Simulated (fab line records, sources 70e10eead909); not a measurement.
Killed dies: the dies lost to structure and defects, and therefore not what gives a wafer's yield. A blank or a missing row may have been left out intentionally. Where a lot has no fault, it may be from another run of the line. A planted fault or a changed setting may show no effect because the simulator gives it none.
Chamber matching + flow nandHarc + 4 sister chambers for NHARC_P_STI_DESCUM_14 on rieDiel-09
The step chemistry O2, time 3 s. 4 wafers are shown with their chamber, then 8 later ones without.

## WAFERS PAIRED WITH THEIR CHAMBERS
| wafer  | chamber | drypumpMotorCurrentA (A) |
|--------|---------|--------------------------|
| L923.1 | 3       | 5.7                      |
| L924.1 | 0       | 5.4                      |
| L924.5 | 2       | 5.3                      |
| L926.1 | 1       | 5.1                      |

## WAFERS WHOSE CHAMBER IS MISSING
| wafer  | drypumpMotorCurrentA (A) |
|--------|--------------------------|
| L926.4 | 5.3                      |
| L926.5 | 5.7                      |
| L931.1 | 5.1                      |
| L931.2 | 5.2                      |
| L931.6 | 5.4                      |
| L933.1 | 5.5                      |
| L933.3 | 5.7                      |
| L933.4 | 5.2                      |

## EACH ONE'S CHAMBER
| wafer  | from the rows above          | in truth |
|--------|------------------------------|----------|
| L926.4 | can't be placed: 2 or 0      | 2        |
| L926.5 | 3                            | 3        |
| L931.1 | 1                            | 1        |
| L931.2 | can't be placed: 2 or 1 or 0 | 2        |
| L931.6 | can't be placed: 0 or 2      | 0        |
| L933.1 | can't be placed: 0 or 2 or 3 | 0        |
| L933.3 | 3                            | 3        |
| L933.4 | can't be placed: 2 or 1 or 0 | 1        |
Placed correctly: 3 of 8. From these rows, 5 cannot be placed; in 5 the true chamber is one of the candidates. Number placed wrongly: 0.
How it was worked out, from the rows above alone: a wafer's distance from a chamber is the root of the sum, over the readings, of the square of ((its reading less the chamber's mean) divided by the reading's scatter). The wafer belongs to the nearest chamber; if the next one is less than 2 further off, it can't be placed. The mean given for a chamber averages the wafers shown for that chamber. The scatter: root of mean squared gap, hidden wafer to nearest shown wafer, with one shown wafer a chamber.
